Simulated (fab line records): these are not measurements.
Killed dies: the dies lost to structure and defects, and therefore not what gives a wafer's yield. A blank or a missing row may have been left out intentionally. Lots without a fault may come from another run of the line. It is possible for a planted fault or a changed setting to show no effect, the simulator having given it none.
fab line records	flow n5_finfet
record lots=6	wafers=17	last_day=16
route steps=1938 shown BEOL_M6@1251 BEOL_M7@1263 PASSIVATION@1936
lots with no fault: from the same line, run without faults
start_h: hours from the record's opening day to when the first of the lot's shown wafers began	wait_h: hours from the lot's prior step to this one	" the same as in the row above	L1.1+2: a single row standing in for several wafers	- no value, or no start was given	* or withheld: withheld	< > ~ a bound
route shown NAME@n: a module of which the file shows steps, and the number in the route of the first	usual: average and standard deviation across the fault-free wafers	same: alike in all rows	chamber/n: place in a boat	sites: per-site readings	_std_site: the values' standard deviation	_edge_site: the outer-site mean with the inner-site mean subtracted	radius_mm: for every site, how far away it sits from the centre of the wafer	mask NAME#n: copy n	behind: the most recent tool/chamber to have shaped the wafer	hold: what put the lot on hold/how long, in hours/how the hold closed	device: names the non-switching transistor (n, p or np)	end of line: tests of these same wafers at the route's end	where a step has no rows: the recipe by itself	killed: at the first sort, the dies lost to defects and structure; wafer yield is something else	map: shows each die of a wafer: x if killed, . if not, _ if none is there
set.NAME: setting as actually run; set.NAME@STEP: the setting as run at that earlier step	model.NAME: the simulator's own value behind a step, which no gauge read
lots at selected steps of the route; one table per step, one row per wafer
services: from which hour (start_h, from the record's first day; less than 0 if before it) a tool's chamber was out of use, for how many hours, and why
## steps
# step N5_BEOL_M6_ALD_77
# recipe material=TaN	target_thk_a=20	temp_c=275	ald_precursor_family=PDMAT	ald_co_reactant=NH3	pressure_torr=3	carrier_flow_sccm=1500	pulse_time_s=2	purge_time_s=3	co_reactant_purge_time_s=2	co_reactant_pulse_time_s=3	ald_cycles=40	precursor_vessel_temp_c=75	precursor_vessel_pressure_torr=26.25	precursor_vessel_carrier_sccm=1000
# usual heater_power_w=418/33
lot.wafer	tool	chamber	start_h	wait_h	heater_power_w
L624.2	ald_metal-04	1	206.17	0.2	409
L624.4	"	2	"	"	407
L624.5	"	3	"	"	356
L629.3	ald_metal-03	1	225.17	0.0	443
L629.5	"	3	"	"	398
L636.2	ald_metal-03	2	263.91	0.3	402
L636.3	"	3	"	"	403
L636.5	"	0	"	"	425
L637.2	ald_metal-04	2	271.72	0.0	399
L637.5	"	3	"	"	360
L637.6	"	2	"	"	404
L639.2	ald_metal-01	0	287.15	0.2	423
L639.3	"	1	"	"	478
L639.4	"	2	"	"	454
L642.1	ald_metal-04	0	312.12	0.0	370
L642.5	"	0	"	"	367
L642.6	"	3	"	"	361
# step N5_BEOL_M6_SURFACE_TREAT_79
# recipe gas=Ar	time_s=*	ion_energy_ev=*	ion_current_ma_cm2=0.5	pressure_mtorr=*	ar_flow_sccm=30
# step N5_BEOL_M6_CVD_78
# recipe material=Co	target_thk_a=20	temp_c=withheld	precursor=CCTBA/H2	pressure_torr=30	time_s=142.3
# step N5_BEOL_M6_SPUTTER_48
# recipe material=Cu	target_thk_a=100	temp_c=-20	bias_v=60	power_w=26000	chamber_pressure_pa=0.13	time_s=1.667
# step N5_BEOL_M6_ECD_50
# recipe material=Cu	target_thk_a=3000
# step N5_BEOL_M6_ANNEAL_51
# recipe temp_c=225	time_s=90	ambient=N2
# usual wafer_temp_C_max=226.15/0.3
lot.wafer	tool	chamber	start_h	wait_h	wafer_temp_C_max
L624.2	rtp_anneal-02	0	209.19	0.9	225.90
L624.4	"	0	"	"	226.11
L624.5	"	0	"	"	225.82
L629.3	rtp_anneal-01	0	226.35	0.5	226.02
L629.5	"	0	"	"	226.10
L636.2	rtp_anneal-01	0	264.88	0.2	226.56
L636.3	"	0	"	"	226.39
L636.5	"	0	"	"	226.42
L637.2	rtp_anneal-01	0	272.95	0.4	226.24
L637.5	"	0	"	"	226.29
L637.6	"	0	"	"	226.21
L639.2	rtp_anneal-02	0	287.97	0.1	226.19
L639.3	"	0	"	"	225.85
L639.4	"	0	"	"	226.40
L642.1	rtp_anneal-01	0	313.07	0.3	225.72
L642.5	"	0	"	"	225.92
L642.6	"	0	"	"	226.17
# step N5_BEOL_M6_CMP_52
# recipe stop_on=SiCOH_lowk	t_overpolish_s=6.9	down_force_psi=1	platen_rpm=50	clearing_platen_down_force_psi=1.5	clearing_platen_rpm=50	post_cmp_clean=cu_alkaline	target_thk_nm=80	clearing_platen_pad_velocity_m_s=0.99484	pad_velocity_m_s=0.99484
# step N5_BEOL_M6_THK_MEAS_53
# recipe thk_meas_gauge=xrf	reads=Cu_of_BEOL_M6_ECD_50
# usual M6_THK=80.4/2.2
lot.wafer	tool	chamber	start_h	wait_h	M6_THK[nm]
L624.2	film_metro-01	-	209.74	-	79.1
L624.4	"	-	"	"	78.4
L624.5	"	-	"	"	78.5
L629.3	film_metro-02	-	227.05	-	77.5
L629.5	"	-	"	"	78.9
L636.2	film_metro-02	-	265.43	-	77.1
L636.3	"	-	"	"	79.7
L636.5	"	-	"	"	78.0
L637.2	film_metro-02	-	273.50	-	79.1
L637.5	"	-	"	"	82.6
L637.6	"	-	"	"	80.0
L639.2	film_metro-01	-	288.53	-	81.2
L639.3	"	-	"	"	83.8
L639.4	"	-	"	"	79.0
L642.1	film_metro-01	-	313.66	-	83.2
L642.5	"	-	"	"	81.8
L642.6	"	-	"	"	78.6
# step N5_BEOL_M6_PRE_CLEAN_55
# recipe gas=NH3	time_s=15	temp_c=withheld	rf_power_w=300
# step N5_BEOL_M6_DEP_56
# recipe material=SiCN	target_thk_a=100	temp_c=withheld	precursor=3MS/NH3	pressure_torr=3	rf_w=202	time_s=17.5
# step N5_BEOL_M6_RS_MEAS_57
# recipe thk_meas_gauge=four-point-probe	reads=Cu_of_BEOL_M6_ECD_50+Co_of_BEOL_M6_CVD_78+TaN_of_BEOL_M6_ALD_77
# usual M6_RS=0.288/0.0089
lot.wafer	tool	chamber	start_h	wait_h	M6_RS[ohm/sq]
L624.2	film_metro-01	-	209.87	0.1	0.294
L624.4	"	-	"	"	0.295
L624.5	"	-	"	"	0.295
L629.3	film_metro-01	-	227.18	0.1	0.298
L629.5	"	-	"	"	0.295
L636.2	film_metro-01	-	265.56	0.1	0.303
L636.3	"	-	"	"	0.291
L636.5	"	-	"	"	0.298
L637.2	film_metro-01	-	273.63	0.1	0.292
L637.5	"	-	"	"	0.279
L637.6	"	-	"	"	0.289
L639.2	film_metro-02	-	288.67	0.1	0.284
L639.3	"	-	"	"	0.274
L639.4	"	-	"	"	0.296
L642.1	film_metro-02	-	313.79	0.1	0.276
L642.5	"	-	"	"	0.282
L642.6	"	-	"	"	0.294
# step N5_BEOL_M6_INSPECT_58
# recipe inspect_instrument=darkfield	mode=post_dep
# usual raw_defect_count=66/19
lot.wafer	tool	chamber	start_h	wait_h	raw_defect_count
L624.2	defect_inspect-02	-	209.89	0.0	65
L624.4	"	-	"	"	58
L624.5	"	-	"	"	59
L629.3	defect_inspect-02	-	227.20	0.0	59
L629.5	"	-	"	"	74
L636.2	defect_inspect-01	-	265.59	0.0	94
L636.3	"	-	"	"	76
L636.5	"	-	"	"	125
L637.2	defect_inspect-02	-	273.66	0.0	56
L637.5	"	-	"	"	61
L637.6	"	-	"	"	60
L639.2	defect_inspect-02	-	288.69	0.0	47
L639.3	"	-	"	"	53
L639.4	"	-	"	"	67
L642.1	defect_inspect-02	-	313.82	0.0	45
L642.5	"	-	"	"	69
L642.6	"	-	"	"	54
# step N5_BEOL_M7_ILD_DEP_00
# recipe material=SiCOH_lowk	target_thk_a=1797.5	temp_c=300	precursor=DEMS/porogen	pressure_torr=5	rf_w=500	time_s=33.4
# usual heater_power_w=327/48	showerhead_plenum_p_Torr=5.730/0.015	throttle_valve_pct=14.1/1
lot.wafer	tool	chamber	start_h	wait_h	heater_power_w	showerhead_plenum_p_Torr	throttle_valve_pct	model.SiCOH_lowk_of_BEOL_M7_ILD_DEP_00.thk_nm
L624.2	pecvd-04	2	209.93	0.0	350	5.716	12.6	180.4
L624.4	"	1	"	"	355	5.751	15.8	224.8
L624.5	"	2	"	"	356	5.742	12.7	229.2
L629.3	pecvd-04	1	227.24	0.0	371	5.745	16.1	177.2
L629.5	"	2	"	"	299	5.730	12.8	228.6
L636.2	pecvd-03	1	265.62	0.0	389	5.709	14.6	177
L636.3	"	1	"	"	394	5.738	14.3	179.8
L636.5	"	2	"	"	295	5.713	13.3	182.6
L637.2	pecvd-02	2	273.69	0.0	236	5.738	12.9	178.4
L637.5	"	1	"	"	330	5.756	14.5	180.2
L637.6	"	0	"	"	290	5.724	13.6	181.8
L639.2	pecvd-04	1	288.73	0.0	381	5.744	15.9	178.2
L639.3	"	0	"	"	294	5.717	14.4	175.4
L639.4	"	0	"	"	288	5.706	14.0	180.2
L642.1	pecvd-04	0	313.86	0.0	294	5.716	14.0	175.6
L642.5	"	1	"	"	393	5.743	16.1	182
L642.6	"	0	"	"	295	5.685	14.1	178.8
# step N5_BEOL_M7_CURE_74
# recipe temp_c=385	time_s=240	ambient=He/Ar	material=SiCOH_lowk
# usual lamp_power_pct=52.31/0.053	wafer_temp_C_max=387.0/0.92
lot.wafer	tool	chamber	start_h	wait_h	lamp_power_pct	wafer_temp_C_max
L624.2	uv_cure-01	1	210.08	0.1	52.20	385.8
L624.4	"	1	"	"	52.33	386.0
L624.5	"	1	"	"	52.42	385.7
L629.3	uv_cure-03	2	227.46	0.2	52.32	387.6
L629.5	"	2	"	"	52.23	388.7
L636.2	uv_cure-02	2	266.00	0.4	52.37	386.4
L636.3	"	2	"	"	52.32	386.4
L636.5	"	2	"	"	52.33	386.5
L637.2	uv_cure-03	0	273.99	0.3	52.38	386.2
L637.5	"	0	"	"	52.39	386.2
L637.6	"	0	"	"	52.22	386.5
L639.2	uv_cure-03	2	288.87	0.1	52.22	387.7
L639.3	"	2	"	"	52.31	387.3
L639.4	"	2	"	"	52.28	388.1
L642.1	uv_cure-02	0	313.92	0.0	52.28	386.6
L642.5	"	0	"	"	52.33	386.7
L642.6	"	0	"	"	52.32	386.2
# step N5_BEOL_M7_THK_MEAS_01
# recipe reads=SiCOH_lowk_of_BEOL_M7_ILD_DEP_00
# usual M7_ILD_THK=155.3/1.9
lot.wafer	tool	chamber	start_h	wait_h	M7_ILD_THK[nm]
L624.2	film_metro-01	-	210.51	0.4	155.6
L624.4	"	-	"	"	194.3
L624.5	"	-	"	"	198.2
L629.3	film_metro-02	-	227.82	0.3	152.9
L629.5	"	-	"	"	197.7
L636.2	film_metro-01	-	266.43	0.4	152.6
L636.3	"	-	"	"	155.0
L636.5	"	-	"	"	157.6
L637.2	film_metro-01	-	274.42	0.4	153.8
L637.5	"	-	"	"	155.4
L637.6	"	-	"	"	156.8
L639.2	film_metro-02	-	289.30	0.4	153.8
L639.3	"	-	"	"	151.3
L639.4	"	-	"	"	155.3
L642.1	film_metro-01	-	314.43	0.4	151.2
L642.5	"	-	"	"	156.9
L642.6	"	-	"	"	154.3
# step N5_BEOL_M7_PECVD_70
# recipe material=SiO2	target_thk_a=200	temp_c=400	precursor=TEOS/O2	pressure_torr=5.5	rf_w=450	teos_flow_sccm=53.8	gas=O2	flow_sccm=3000	time_s=22.7
# usual heater_power_w=760/81	showerhead_plenum_p_Torr=8.74/0.045	throttle_valve_pct=22.7/1.3
lot.wafer	tool	chamber	start_h	wait_h	heater_power_w	showerhead_plenum_p_Torr	throttle_valve_pct
L624.2	pecvd-04	2	210.55	0.0	661	8.73	20.4
L624.4	"	2	"	"	679	8.73	20.6
L624.5	"	0	"	"	671	8.67	22.7
L629.3	pecvd-03	2	227.85	0.0	688	8.74	21.9
L629.5	"	0	"	"	831	8.72	23.4
L636.2	pecvd-03	1	266.47	0.0	729	8.77	23.2
L636.3	"	1	"	"	740	8.75	23.2
L636.5	"	1	"	"	733	8.71	22.9
L637.2	pecvd-03	2	274.46	0.0	633	8.74	22.0
L637.5	"	0	"	"	782	8.75	23.3
L637.6	"	2	"	"	613	8.71	22.0
L639.2	pecvd-03	2	289.34	0.0	716	8.72	22.0
L639.3	"	1	"	"	828	8.70	23.0
L639.4	"	0	"	"	912	8.72	23.4
L642.1	pecvd-02	0	314.47	0.0	723	8.69	22.7
L642.5	"	1	"	"	742	8.84	23.4
L642.6	"	2	"	"	642	8.79	20.6
# step N5_BEOL_M7_HM_DEP_02
# recipe material=TiN	target_thk_a=200	temp_c=25	chamber_pressure_pa=0.49996
# step N5_BEOL_M7_COAT_59
# recipe resist=SOC	temp_c=250	time_s=60	spin_rpm=1500	resist_thk_nm=100
# step N5_BEOL_M7_COAT_60
# recipe resist=SiARC	temp_c=220	time_s=60	spin_rpm=1500	resist_thk_nm=35
# step N5_BEOL_M7_COAT_05
# recipe resist=CAR-ArF	spin_rpm=1500	resist_thk_nm=90
# step N5_BEOL_M7_EBR_07
# recipe solvent=PGMEA	ebr_width_mm=1.5
# step N5_BEOL_M7_SOFTBAKE_06
# recipe temp_c=110	time_s=60	resist=CAR-ArF
# step N5_BEOL_M7_EXPOSE_08
# recipe mask_id=M7	na=1.35	source_shape=dipole	sigma_inner=0.817	sigma_outer=0.97	polarization=te	dose_mj=68.25
# step N5_BEOL_M7_PEB_09
# recipe peb_temp_c=withheld	peb_time_s=60	resist=CAR-ArF
# step N5_BEOL_M7_DEVELOP_10
# recipe develop_time_s=30	developer=TMAH	resist=CAR-ArF	rinse_liquid=diw	dry=air_spin	dev_temp_c=23
# step N5_BEOL_M7_CD_MEAS_11
# recipe target_cd_nm=38.5	landing_energy_ev=500	detector=se_inlens	polarity=opening
# usual cd_nm=38.6/0.5
lot.wafer	tool	chamber	start_h	wait_h	cd_nm
L624.2	cd_sem-03	0	212.16	-	37.6
L624.4	"	0	"	"	38.9
L624.5	"	0	"	"	37.9
L629.3	cd_sem-03	0	228.55	-	38.1
L629.5	"	0	"	"	38.5
L636.2	cd_sem-01	0	267.99	-	39.2
L636.3	"	0	"	"	38.7
L636.5	"	0	"	"	39.7
L637.2	cd_sem-02	0	275.47	-	38.9
L637.5	"	0	"	"	38.9
L637.6	"	0	"	"	39.1
L639.2	cd_sem-02	0	290.77	-	38.8
L639.3	"	0	"	"	38.7
L639.4	"	0	"	"	38.6
L642.1	cd_sem-01	0	315.43	-	38.1
L642.5	"	0	"	"	38.8
L642.6	"	0	"	"	38.4
# step N5_BEOL_M7_OVL_MEAS_12
# recipe points_per_wafer=44
# usual M7_OVL=0.0/0.84
lot.wafer	tool	chamber	start_h	wait_h	M7_OVL[nm]
L624.2	overlay-01	0	212.20	0.0	-0.2
L624.4	"	0	"	"	-0.1
L624.5	"	0	"	"	-0.1
L629.3	overlay-01	0	228.58	0.0	-1.5
L629.5	"	0	"	"	-1.4
L636.2	overlay-02	0	268.01	0.0	0.2
L636.3	"	0	"	"	-0.4
L636.5	"	0	"	"	0.6
L637.2	overlay-01	0	275.50	0.0	-0.1
L637.5	"	0	"	"	-1.3
L637.6	"	0	"	"	-0.7
L639.2	overlay-01	0	290.79	0.0	1.6
L639.3	"	0	"	"	0.3
L639.4	"	0	"	"	-0.2
L642.1	overlay-02	0	315.46	0.0	0.0
L642.5	"	0	"	"	-0.3
L642.6	"	0	"	"	1.3
# step N5_BEOL_M7_INSPECT_13
# recipe mode=adi	inspect_instrument=brightfield
# usual raw_defect_count=408/92
lot.wafer	tool	chamber	start_h	wait_h	raw_defect_count
L624.2	defect_inspect-01	-	212.23	0.0	538
L624.4	"	-	"	"	315
L624.5	"	-	"	"	566
L629.3	defect_inspect-02	-	228.61	0.0	367
L629.5	"	-	"	"	383
L636.2	defect_inspect-01	-	268.04	0.0	547
L636.3	"	-	"	"	384
L636.5	"	-	"	"	483
L637.2	defect_inspect-01	-	275.53	0.0	262
L637.5	"	-	"	"	334
L637.6	"	-	"	"	330
L639.2	defect_inspect-01	-	290.82	0.0	402
L639.3	"	-	"	"	314
L639.4	"	-	"	"	422
L642.1	defect_inspect-02	-	315.48	0.0	319
L642.5	"	-	"	"	487
L642.6	"	-	"	"	375
# step N5_BEOL_M7_DESCUM_16
# recipe chemistry=O2	time_s=7.9	source_power_w=50	bias_power_w=20	pressure_mtorr=20	rf_frequency_hz=2.712e+07	temp_c=40	resist=CAR-ArF	o2_flow_sccm=225
# step N5_BEOL_M7_ETCH_61
# recipe chemistry=CF4	target=SiARC	target_depth_a=455	mask_material=CAR-ArF	time_s=75.8	ion_energy_ev=80	pressure_mtorr=40	source_w=545	bias_w=36	Ar_flow_sccm=100	cf4_flow_sccm=100	ends=cleared
# usual bias_w=36.01/0.098	drypump_motor_current_A=5.5/0.51	etch_rf_on_time_s=75.4/1.7	oes_product_au=0.68/0.073	rf_vpp_V=183.9/1.1	showerhead_plenum_p_Torr=2.13/0.071	throttle_valve_pct=15.58/0.21
lot.wafer	tool	chamber	start_h	wait_h	bias_w	drypump_motor_current_A	etch_rf_on_time_s	oes_product_au	rf_hours_counter_h	rf_vpp_V	showerhead_plenum_p_Torr	throttle_valve_pct
L624.2	rie_diel-03	0	212.29	0.0	35.96	5.9	78.7	0.62	171	184.9	2.13	15.73
L624.4	"	3	"	"	35.81	5.4	75.9	0.60	240	183.7	2.20	15.69
L624.5	"	3	"	"	35.91	5.4	76.4	0.59	-	184.0	2.20	15.67
L629.3	rie_diel-05	0	228.69	0.0	35.96	5.6	72.7	0.66	133	183.2	1.99	15.59
L629.5	"	1	"	"	35.98	6.1	75.3	0.71	-	186.1	2.25	15.39
L636.2	rie_diel-01	2	268.20	0.0	36.15	5.0	75.4	0.83	7	185.2	2.11	15.66
L636.3	"	3	"	"	35.84	5.4	77.3	0.57	231	182.8	2.04	15.69
L636.5	"	0	"	"	36.08	4.9	74.0	0.72	-	185.5	2.15	15.59
L637.2	rie_diel-03	1	275.60	0.0	35.98	6.1	76.4	0.72	73	184.5	2.08	15.46
L637.5	"	2	"	"	36.18	5.0	76.0	0.63	-	182.8	2.06	15.74
L637.6	"	1	"	"	36.01	6.1	76.3	0.72	-	182.6	2.08	15.47
L639.2	rie_diel-01	0	290.89	0.0	36.10	4.9	74.6	0.71	96	183.5	2.15	15.60
L639.3	"	1	"	"	36.08	5.8	74.0	0.71	78	183.9	2.16	15.63
L639.4	"	3	"	"	35.98	5.3	76.0	0.58	238	183.5	2.04	15.72
L642.1	rie_diel-03	0	315.55	0.0	36.00	5.9	79.4	0.58	205	184.1	2.12	15.80
L642.5	"	3	"	"	35.96	5.4	74.7	0.78	-	185.3	2.19	15.23
L642.6	"	2	"	"	36.11	5.0	76.8	0.62	-	183.2	2.05	15.77
# step N5_BEOL_M7_ETCH_62
# recipe chemistry=N2/H2	target=SOC	target_depth_a=1100	overetch_a=220	mask_material=SiARC	temp_c=40	time_s=165	ion_energy_ev=200	pressure_mtorr=30	source_w=840	bias_w=150	n2_flow_sccm=200	h2_flow_sccm=200
# step N5_BEOL_M7_STRIP_68
# recipe chemistry=N2/H2	temp_c=40	n2_flow_sccm=200	h2_flow_sccm=200	rf_frequency_hz=6e+07
# step N5_BEOL_M7_STRIP_67
# recipe chemistry=CF4	resist=SiARC	power_w=300	bias_power_w=75	pressure_mtorr=50	cf4_flow_sccm=150	rf_frequency_hz=6e+07
# step N5_BEOL_M7_HM_OPEN_17
# recipe chemistry=Cl2/BCl3	target_depth_a=200	overetch_a=60	target=TiN	mask_material=SOC	ion_energy_ev=150	pressure_mtorr=10	icp_w=1000	bias_w=126	Cl2_flow_sccm=53.25	bcl3_flow_sccm=21.75	Ar_flow_sccm=25
# step N5_BEOL_M7_STRIP_19
# recipe chemistry=O2	power_w=400	temp_c=40	pressure_mtorr=30	rf_frequency_hz=6e+07	bias_power_w=0	overash_fraction=0.2	o2_flow_sccm=225
# step N5_BEOL_M7_CD_MEAS_18
# recipe pitch_nm=80	target_cd_nm=40
# usual cd_nm=40.3/0.63
lot.wafer	tool	chamber	start_h	wait_h	cd_nm
L624.2	cd_sem-01	-	212.79	0.1	39.3
L624.4	"	-	"	"	39.7
L624.5	"	-	"	"	39.0
L629.3	cd_sem-01	-	229.12	0.1	40.3
L629.5	"	-	"	"	40.2
L636.2	cd_sem-02	-	268.64	0.1	41.0
L636.3	"	-	"	"	41.4
L636.5	"	-	"	"	41.9
L637.2	cd_sem-02	-	276.34	0.1	40.8
L637.5	"	-	"	"	40.6
L637.6	"	-	"	"	40.7
L639.2	cd_sem-01	-	291.37	0.1	40.5
L639.3	"	-	"	"	39.5
L639.4	"	-	"	"	40.3
L642.1	cd_sem-02	-	316.01	0.0	40.2
L642.5	"	-	"	"	40.9
L642.6	"	-	"	"	40.2
# step N5_BEOL_M7_COAT_63
# recipe resist=SOC	temp_c=250	time_s=60	spin_rpm=1500	resist_thk_nm=60
# step N5_BEOL_M7_COAT_64
# recipe resist=SiARC	temp_c=220	time_s=60	spin_rpm=1500	resist_thk_nm=12
# step N5_BEOL_M7_COAT_71
# recipe resist=underlayer	temp_c=205	time_s=60	spin_rpm=1500	resist_thk_nm=5
# step N5_BEOL_M7_COAT_22
# recipe resist=CAR-EUV	spin_rpm=1500	resist_thk_nm=30
# step N5_BEOL_M7_EBR_24
# recipe solvent=PGMEA	ebr_width_mm=1.5
# step N5_BEOL_M7_SOFTBAKE_23
# recipe temp_c=110	time_s=60	resist=CAR-EUV
# step N5_BEOL_M7_CMP_52
# recipe stop_on=SiCOH_lowk	t_overpolish_s=6.9	down_force_psi=1	platen_rpm=50	clearing_platen_down_force_psi=1.5	clearing_platen_rpm=50	post_cmp_clean=cu_alkaline	target_thk_nm=80	clearing_platen_pad_velocity_m_s=0.99484	pad_velocity_m_s=0.99484
# usual motor_current_A=5.8/0.66
lot.wafer	tool	chamber	start_h	wait_h	motor_current_A	model.SiCOH_lowk_of_BEOL_M7_ILD_DEP_00.thk_nm
L624.2	cmp-03	2	216.60	0.2	6.7	152.6
L624.4	"	1	"	"	5.0	191.2
L624.5	"	2	"	"	6.5	195.2
L629.3	cmp-03	3	233.53	0.2	5.6	149.8
L629.5	"	2	"	"	6.4	194.6
L636.2	cmp-02	0	273.47	0.2	6.3	149.6
L636.3	"	1	"	"	4.9	152
L636.5	"	1	"	"	4.9	154.4
L637.2	cmp-02	2	280.98	0.2	5.4	150.8
L637.6	"	1	"	"	5.0	153.8
L637.5	"	2	"	"	5.5	152.4
L639.2	cmp-01	2	295.59	0.2	7.3	150.8
L639.4	"	3	"	"	5.7	152.4
L639.3	"	1	"	"	6.0	148.2
L642.1	cmp-01	3	323.52	0.4	5.5	148.4
L642.5	"	0	"	"	5.4	154
L642.6	"	1	"	"	5.8	151.2
# step N5_PASSIVATION_PROBE_49
# usual defect_limited_yield=91.5/1.5	killed_at_M0_to_M3=32/9.4	killed_at_M4_up=12/5.1	killed_at_contacts=11/7.4	killed_at_front_end=41/11	killed_at_other=3.4/2.5	killed_dies=100/17	killed_open=65/14	killed_short=33/7	sort_bin_5_function=4.9/0.96	sort_bin_6_memory=3.1/0.7	sort_n_pass=1080/17	sort_yield_pct=91.5/1.5
# same gross_dies=1180	killed_at_back_side=0	sort_bin_4_leakage[%]=0	sort_bin_8_speed[%]=0
lot.wafer	tool	chamber	start_h	wait_h	defect_limited_yield[%]	killed_at_M0_to_M3	killed_at_M4_up	killed_at_contacts	killed_at_front_end	killed_at_other	killed_dies	killed_open	killed_short	sort_bin_5_function[%]	sort_bin_6_memory[%]	sort_n_pass	sort_yield_pct[%]
L629.5	prober-02	-	300.89	0.2	92.5	19	10	12	45	3	89	50	38	4.5	2.6	1091	92.5
# killed by level:class
L629.5 DUMMY_GATE:geometric_particle:open=10 MOL_CONTACT_COAG:geometric_particle:open=10 FIN_SAQP:geometric_particle:short=8 FIN_SAQP:geometric_particle:open=6 BEOL_M0_SAQP:geometric_particle:open=6 BEOL_M0_SAQP:geometric_particle:short=6 ILD0:geometric_particle:short=4 GATE_CUT:geometric_particle:short=3
## services
tool	chamber	start_h	hours	kind
cmp-02	-	188.39	11.7	pm
pecvd-02	-	191.19	0.5	repair
rie_diel-01	-	191.85	2.8	pm
ald_metal-03	2	196.11	14.1	repair
cmp-02	-	200.59	4.0	pm
pecvd-03	1	206.10	6.1	repair
rie_diel-01	3	211.88	14.8	repair
cmp-03	-	228.10	0.5	repair
rie_diel-03	3	232.01	2.0	repair
cmp-02	-	237.54	0.3	repair
pecvd-04	-	238.23	0.5	repair
cmp-01	-	246.07	4.0	pm
cmp-03	-	247.22	0.9	repair
pecvd-02	-	250.62	2.8	pm
pecvd-04	0	251.52	12.3	repair
rie_diel-03	3	266.40	4.3	repair
cmp-01	-	266.75	7.0	pm
pecvd-03	-	271.33	1.2	repair
cmp-01	-	275.51	1.6	repair
rie_diel-03	0	289.36	5.6	repair
pecvd-02	-	290.31	6.1	repair
pecvd-02	1	298.53	6.5	repair
ald_metal-03	0	310.11	12.2	repair
pecvd-04	-	323.14	1.8	repair
## key
first_sign step=N5_BEOL_M7_THK_MEAS_01	reading=M7_ILD_THK	direction=up	sigmas=21	usual=155.3	struck=196.7
effect none on later readings
model_effect step=N5_BEOL_M7_ILD_DEP_00	value=SiCOH_lowk_of_BEOL_M7_ILD_DEP_00.thk_nm	without=182.7	struck=227.5
model_effect step=N5_BEOL_M7_CMP_52	value=SiCOH_lowk_of_BEOL_M7_ILD_DEP_00.thk_nm	without=154.6	struck=193.7
met_at N5_BEOL_M7_ILD_DEP_00
struck_wafers L624.4,L624.5,L629.5
fault kind=process_parameter_drift	tool=pecvd-04	chamber=-	onset_h=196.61	steps=N5_BEOL_M7_ILD_DEP_00	channel=target_thk_a	offset=*	shape=step	end_h=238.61	scope=struck_wafers_only	acts_in=*	stated=*
